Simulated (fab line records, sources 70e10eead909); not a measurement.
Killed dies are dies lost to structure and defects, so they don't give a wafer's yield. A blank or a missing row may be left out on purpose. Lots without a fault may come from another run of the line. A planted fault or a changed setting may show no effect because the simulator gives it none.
Which tool did it? | flow nand_harc | 24 lots, 72 wafers sampled, at 5 steps of a route of 1302

WHAT THE GAUGES READ, wafer by wafer
NHARC_P_M0_THK_MEAS_24: measures by xrf. Usual: thk_nm 117.3 nm, standard deviation 1.3.
lot  | measured     | on            | thk_nm (nm)       | flag
L074 | day 6 11:52  | film_metro-02 | 116.3 116.6 119.4 |
L076 | day 7 03:17  | film_metro-01 | 118.1 116.7 115.4 |
L075 | day 7 04:02  | film_metro-02 | 118.4 117.8 118.5 |
L077 | day 7 09:37  | film_metro-01 | 117.4 117.3 117.0 |
L078 | day 7 22:23  | film_metro-01 | 117.5 115.9 118.7 |
L079 | day 8 05:42  | film_metro-01 | 117.8 119.8 117.9 |
L080 | day 8 13:22  | film_metro-01 | 118.2 118.3 117.7 |
L081 | day 9 00:57  | film_metro-02 | 118.7 118.0 116.0 |
L082 | day 9 13:30  | film_metro-02 | 116.4 117.0 117.1 |
L083 | day 9 20:26  | film_metro-01 | 117.6 117.5 117.1 |
L084 | day 10 10:37 | film_metro-02 | 117.8 115.0 115.1 |
L085 | day 10 14:34 | film_metro-02 | 119.3 116.1 118.3 |
L086 | day 11 04:11 | film_metro-02 | 117.9 117.4 117.0 |
L087 | day 11 12:41 | film_metro-02 | 115.2 116.4 115.9 |
L088 | day 12 06:40 | film_metro-02 | 119.2 116.8 118.0 |
L089 | day 12 07:09 | film_metro-01 | 115.9 116.9 118.3 |
L090 | day 12 21:34 | film_metro-01 | 115.8 115.9 113.9 |
L091 | day 12 22:32 | film_metro-02 | 117.8 118.5 116.5 |
L092 | day 14 07:17 | film_metro-01 | 117.4 117.2 118.9 |
L093 | day 14 07:43 | film_metro-02 | 118.2 116.9 117.0 |
L094 | day 14 13:44 | film_metro-02 | 116.1 117.1 114.6 |
L095 | day 15 02:06 | film_metro-01 | 117.7 119.8 117.5 |
L096 | day 15 11:47 | film_metro-02 | 116.7 119.9 117.0 |
L097 | day 15 19:47 | film_metro-02 | 118.1 117.4 116.2 |

NHARC_P_M0_INSPECT_27. Usual: raw_defect_count 287, standard deviation 99.
lot  | measured     | on                | raw_defect_count | flag
L074 | day 6 12:01  | defect_inspect-01 | 260 245 160      |
L076 | day 7 03:26  | defect_inspect-01 | 178 261 308      |
L075 | day 7 04:11  | defect_inspect-01 | 230 221 273      |
L077 | day 7 09:46  | defect_inspect-01 | 243 297 405      |
L078 | day 7 22:32  | defect_inspect-01 | 199 207 331      |
L079 | day 8 05:52  | defect_inspect-01 | 210 197 161      |
L080 | day 8 13:31  | defect_inspect-02 | 425 249 343      |
L081 | day 9 01:07  | defect_inspect-01 | 126 159 122      |
L082 | day 9 13:40  | defect_inspect-01 | 397 139 318      |
L083 | day 9 20:35  | defect_inspect-01 | 263 204 235      |
L084 | day 10 10:47 | defect_inspect-02 | 204 175 224      |
L085 | day 10 14:44 | defect_inspect-01 | 320 393 337      |
L086 | day 11 04:21 | defect_inspect-02 | 348 266 207      |
L087 | day 11 12:51 | defect_inspect-02 | 137 221 390      |
L088 | day 12 06:50 | defect_inspect-01 | 294 198 270      |
L089 | day 12 07:18 | defect_inspect-01 | 237 388 337      |
L090 | day 12 21:43 | defect_inspect-01 | 413 316 261      |
L091 | day 12 22:41 | defect_inspect-01 | 464 375 427      |
L092 | day 14 07:27 | defect_inspect-02 | 375 243 436      |
L093 | day 14 07:52 | defect_inspect-01 | 260 228 395      |
L094 | day 14 13:54 | defect_inspect-02 | 324 239 434      |
L095 | day 15 02:16 | defect_inspect-02 | 207 414 231      |
L096 | day 15 11:56 | defect_inspect-02 | 194 165 318      |
L097 | day 15 19:57 | defect_inspect-01 | 267 365 277      |

WHICH TOOL RAN EACH LOT (tool, then ch and the chambers of the sampled wafers, then the start)
lot  | NHARC_P_CONTACT_ETCH_18                       | NHARC_P_CONTACT_CMP_24        | NHARC_P_M0_CMP_23
L074 | rie_diel-10 ch 0,2,3, day 6 08:04 or earlier  | cmp-01 ch 0,1,3, day 6 08:04  | cmp-03 ch 0,3, day 6 11:33
L076 | rie_diel-05 ch 0,1,3, day 6 23:13 or earlier  | cmp-03 ch 0,1,3, day 6 23:13  | cmp-02 ch 0,2,3, day 7 02:58
L075 | rie_diel-08 ch 1,2,3, day 6 23:52 or earlier  | cmp-01 ch 1,2, day 6 23:52    | cmp-03 ch 1,2, day 7 03:43
L077 | rie_diel-05 ch 0,1,2, day 7 05:47 or earlier  | cmp-03 ch 2,3, day 7 05:47    | cmp-01 ch 1,2,3, day 7 09:21
L078 | rie_diel-10 ch 0,1,2, day 7 18:28 or earlier  | cmp-03 ch 0,1,2, day 7 18:28  | cmp-02 ch 1,2,3, day 7 22:04
L079 | rie_diel-08 ch 0,1,3, day 8 01:50 or earlier  | cmp-01 ch 0,2,3, day 8 01:50  | cmp-03 ch 0,1,2, day 8 05:23
L080 | rie_diel-10 ch 0,2, day 8 09:32 or earlier    | cmp-04 ch 0,1,3, day 8 09:32  | cmp-01 ch 1,3, day 8 13:03
L081 | rie_diel-08 ch 0,2,3, day 8 20:51 or earlier  | cmp-03 ch 1,2,3, day 8 20:51  | cmp-02 ch 0,1, day 9 00:40
L082 | rie_diel-10 ch 2,3, day 9 09:32 or earlier    | cmp-01 ch 0,2,3, day 9 09:32  | cmp-03 ch 2,3, day 9 13:11
L083 | rie_diel-08 ch 0,2,3, day 9 16:38 or earlier  | cmp-04 ch 0,2,3, day 9 16:38  | cmp-03 ch 0,1,2, day 9 20:07
L084 | rie_diel-05 ch 0,3, day 10 06:46 or earlier   | cmp-03 ch 0,1,2, day 10 06:46 | cmp-02 ch 0,3, day 10 10:19
L085 | rie_diel-05 ch 0,1,3, day 10 10:47 or earlier | cmp-01 ch 1,2,3, day 10 10:47 | cmp-03 ch 1,2,3, day 10 14:15
L086 | rie_diel-08 ch 1,3, day 11 00:07 or earlier   | cmp-04 ch 1,2,3, day 11 00:07 | cmp-02 ch 2,3, day 11 03:53
L087 | rie_diel-08 ch 0,1, day 11 08:47 or earlier   | cmp-03 ch 0,1,2, day 11 08:47 | cmp-01 ch 0,3, day 11 12:25
L088 | rie_diel-08 ch 0,2, day 12 02:54 or earlier   | cmp-01 ch 0,2, day 12 02:54   | cmp-03 ch 0,1,3, day 12 06:23
L089 | rie_diel-05 ch 0,2,3, day 12 03:20 or earlier | cmp-03 ch 2,3, day 12 03:20   | cmp-02 ch 1,2, day 12 06:52
L090 | rie_diel-10 ch 0,1,3, day 12 17:37 or earlier | cmp-03 ch 0,2, day 12 17:37   | cmp-02 ch 0,1,2, day 12 21:18
L091 | rie_diel-08 ch 2,3, day 12 18:43 or earlier   | cmp-01 ch 0,2,3, day 12 18:43 | cmp-03 ch 1,2, day 12 22:14
L092 | rie_diel-08 ch 0,1, day 14 03:31 or earlier   | cmp-01 ch 1,2, day 14 03:31   | cmp-03 ch 1,2,3, day 14 07:04
L093 | rie_diel-10 ch 1,2, day 14 03:58 or earlier   | cmp-03 ch 0,1,2, day 14 03:58 | cmp-02 ch 0,3, day 14 07:25
L094 | rie_diel-08 ch 0,1,2, day 14 09:56 or earlier | cmp-04 ch 0,2,3, day 14 09:56 | cmp-01 ch 1,2,3, day 14 13:25
L095 | rie_diel-08 ch 0,1,3, day 14 22:26 or earlier | cmp-01 ch 0,3, day 14 22:26   | cmp-01 ch 1,2, day 15 01:49
L096 | rie_diel-10 ch 0,1, day 15 07:54 or earlier   | cmp-01 ch 0,1, day 15 07:54   | cmp-03 ch 1,3, day 15 11:28
L097 | rie_diel-10 ch 0,2,3, day 15 16:02 or earlier | cmp-01 ch 0,1,3, day 15 16:02 | cmp-01 ch 0,2, day 15 19:29
- NHARC_P_CONTACT_ETCH_18: etches the open film in C4F8/O2/Ar, target depth 481 nm, time 240.5 s.
- NHARC_P_CONTACT_CMP_24: polishes, t overpolish 30 s, target thk 200 nm.
- NHARC_P_M0_CMP_23: polishes, t overpolish 20 s, target thk 117.54 nm.

WHAT THE TOOLS THEMSELVES READ (means of the sampled wafers that have a number; where no wafer has one, the mark that the record gives instead)
NHARC_P_CONTACT_ETCH_18. Usual: oes_product_au 0.959 a.u., standard deviation 0.018; rf_vpp_V 977 V, standard deviation 5.2.
lot  | tool        | oes_product_au (a.u.) | rf_vpp_V (V) | flag
L074 | rie_diel-10 | 0.924                 | 979          |
L076 | rie_diel-05 | 0.953                 | 979          |
L075 | rie_diel-08 | 0.966                 | 974          |
L077 | rie_diel-05 | 0.970                 | 979          |
L078 | rie_diel-10 | 0.961                 | 977          |
L079 | rie_diel-08 | 0.968                 | 973          |
L080 | rie_diel-10 | 0.933                 | 977          |
L081 | rie_diel-08 | 0.966                 | 976          |
L082 | rie_diel-10 | 0.920                 | 981          |
L083 | rie_diel-08 | 0.972                 | 975          |
L084 | rie_diel-05 | 0.968                 | 978          |
L085 | rie_diel-05 | 0.969                 | 979          |
L086 | rie_diel-08 | 0.966                 | 971          |
L087 | rie_diel-08 | 0.977                 | 971          |
L088 | rie_diel-08 | 0.964                 | 977          |
L089 | rie_diel-05 | 0.945                 | 979          |
L090 | rie_diel-10 | 0.929                 | 983          |
L091 | rie_diel-08 | 0.966                 | 977          |
L092 | rie_diel-08 | 0.964                 | 973          |
L093 | rie_diel-10 | 0.965                 | 979          |
L094 | rie_diel-08 | 0.974                 | 974          |
L095 | rie_diel-08 | 0.973                 | 974          |
L096 | rie_diel-10 | 0.974                 | 980          |
L097 | rie_diel-10 | 0.970                 | 980          |

NHARC_P_CONTACT_CMP_24. Usual: motor_current_A 11.8 A, standard deviation 1.7; overpolish_run_s 29.999 s, standard deviation 0.0091; slurry_flow_ml_min 150.0, standard deviation 0.46; time_to_endpoint_s 40.7 s, standard deviation 1.9.
lot  | tool   | motor_current_A (A) | overpolish_run_s (s) | slurry_flow_ml_min | time_to_endpoint_s (s) | flag
L074 | cmp-01 | 11.3                | 30.000               | 150.4              | 38.4                   |
L076 | cmp-03 | 13.0                | 30.005               | 150.1              | 41.7                   |
L075 | cmp-01 | 9.4                 | 29.989               | 150.0              | 42.3                   |
L077 | cmp-03 | 13.3                | 30.000               | 149.8              | 40.7                   |
L078 | cmp-03 | 12.6                | 29.986               | 150.3              | 39.7                   |
L079 | cmp-01 | 10.6                | 29.999               | 150.1              | 39.8                   |
L080 | cmp-04 | 12.8                | 29.993               | 149.9              | 42.8                   |
L081 | cmp-03 | 12.7                | 30.000               | 149.8              | 39.1                   |
L082 | cmp-01 | 10.8                | 30.002               | 150.5              | 39.4                   |
L083 | cmp-04 | 12.4                | 29.994               | 150.3              | 43.5                   |
L084 | cmp-03 | 13.0                | 30.007               | 149.9              | 40.0                   |
L085 | cmp-01 | 10.2                | 30.004               | 149.7              | 38.5                   |
L086 | cmp-04 | 12.1                | 29.997               | 150.4              | 42.3                   |
L087 | cmp-03 | 12.4                | 29.997               | 149.8              | 37.7                   |
L088 | cmp-01 | 9.7                 | 30.005               | 150.4              | 39.8                   |
L089 | cmp-03 | 13.2                | 29.996               | 150.1              | 42.5                   |
L090 | cmp-03 | 13.3                | 30.000               | 150.1              | 42.4                   |
L091 | cmp-01 | 11.1                | 30.004               | 149.7              | 40.6                   |
L092 | cmp-01 | 9.2                 | 30.006               | 150.2              | 41.6                   |
L093 | cmp-03 | 12.3                | 29.996               | 150.4              | 42.0                   |
L094 | cmp-04 | 12.4                | 29.994               | 150.0              | 39.8                   |
L095 | cmp-01 | 11.7                | 30.004               | 150.1              | 40.3                   |
L096 | cmp-01 | 10.9                | 29.996               | 149.9              | 39.4                   |
L097 | cmp-01 | 11.2                | 30.002               | 150.7              | 40.2                   |

NHARC_P_M0_CMP_23. Usual: motor_current_A 12.0 A, standard deviation 1.6; slurry_flow_ml_min 150.0, standard deviation 0.42; time_to_endpoint_s 28.7 s, standard deviation 1.7.
lot  | tool   | motor_current_A (A) | slurry_flow_ml_min | time_to_endpoint_s (s) | flag
L074 | cmp-03 | 13.7                | 150.2              | 28.2                   |
L076 | cmp-02 | 12.4                | 149.9              | 29.2                   |
L075 | cmp-03 | 12.1                | 150.0              | 30.6                   |
L077 | cmp-01 | 10.2                | 150.0              | 29.7                   |
L078 | cmp-02 | 12.2                | 150.1              | 28.7                   |
L079 | cmp-03 | 12.1                | 150.3              | 26.5                   |
L080 | cmp-01 | 11.3                | 149.6              | 28.4                   |
L081 | cmp-02 | 12.0                | 149.8              | 27.2                   |
L082 | cmp-03 | 13.6                | 149.6              | 30.0                   |
L083 | cmp-03 | 12.7                | 150.1              | 29.8                   |
L084 | cmp-02 | 11.5                | 149.4              | 29.7                   |
L085 | cmp-03 | 12.6                | 149.8              | 29.7                   |
L086 | cmp-02 | 11.7                | 150.1              | 28.4                   |
L087 | cmp-01 | 12.5                | 150.0              | 28.5                   |
L088 | cmp-03 | 12.6                | 150.1              | 26.9                   |
L089 | cmp-02 | 12.2                | 150.1              | 28.1                   |
L090 | cmp-02 | 12.6                | 149.8              | 27.4                   |
L091 | cmp-03 | 11.7                | 150.0              | 27.7                   |
L092 | cmp-03 | 13.0                | 149.9              | 28.3                   |
L093 | cmp-02 | 11.7                | 149.5              | 28.0                   |
L094 | cmp-01 | 10.7                | 150.0              | 29.2                   |
L095 | cmp-01 | 9.2                 | 149.8              | 30.7                   |
L096 | cmp-03 | 12.6                | 150.3              | 29.2                   |
L097 | cmp-01 | 10.6                | 149.8              | 31.8                   |

THE ANSWER, worked out from the rows above alone
Rule: a lot is off if the mean of its wafers that have a number lies more than 3 standard deviations from the usual mean. A lot without any number at a reading at which 4 lots or more have one is off too. The other lots that the step has rows for count as sound. The gauges are gone through in route order, then the tools' own readings, and for those a lot's mean is taken as printed above. The first step at which some lot is off is used, and at that step the reading that is off furthest; a lot without a number counts as furthest.
No lot is off at any reading shown: from this, nothing can be told.

WHAT THE SIMULATOR HAD PUT IN
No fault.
